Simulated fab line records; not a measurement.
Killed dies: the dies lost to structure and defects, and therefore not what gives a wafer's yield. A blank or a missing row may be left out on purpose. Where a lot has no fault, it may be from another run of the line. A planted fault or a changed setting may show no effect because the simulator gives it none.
Chamber matching -- flow n5Finfet -- N5_BEOL_M0_SAQP_HM_OPEN_112 on rieDiel-04 has 4 sister chambers
The step chemistry CHF3/O2, target SiO2, stops on a-Si, target depth 12 nm, time 13.5 s. 4 wafers are shown with their chamber, then 9 later ones without.

== WAFERS WITH THEIR CHAMBER ==
wafer,chamber,showerheadPlenumPTorr (Torr)
L086.3,0,2.35
L088.1,3,2.42
L088.2,2,2.35
L088.4,1,2.48

== WAFERS WHOSE CHAMBER IS MISSING ==
wafer,showerheadPlenumPTorr (Torr)
L092.4,2.35
L092.5,2.35
L092.6,2.42
L094.1,2.35
L094.4,2.34
L094.5,2.41
L095.2,2.34
L095.4,2.34
L095.6,2.34

== THE CHAMBER EACH PASSED THROUGH ==
wafer,from the rows above,in truth
L092.4,can't be placed: 0 or 2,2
L092.5,can't be placed: 0 or 2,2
L092.6,3,3
L094.1,can't be placed: 0 or 2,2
L094.4,can't be placed: 0 or 2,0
L094.5,3,3
L095.2,can't be placed: 0 or 2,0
L095.4,can't be placed: 0 or 2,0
L095.6,can't be placed: 0 or 2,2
Correct placement for 2 of the 9. These rows do not allow placing 7 (true chamber among the candidates in 7). Wrongly placed: 0.
How it was worked out, from the rows above alone: a wafer's distance from a chamber is the root of the sum, over the readings, of the square of ((its reading less the chamber's mean) divided by the reading's scatter). The wafer belongs to the nearest chamber; if the next one is less than 2 further off, it can't be placed. For every chamber, the mean is computed from those of its wafers that are shown. The scatter: root of mean squared gap, hidden wafer to nearest shown wafer, with one shown wafer a chamber.
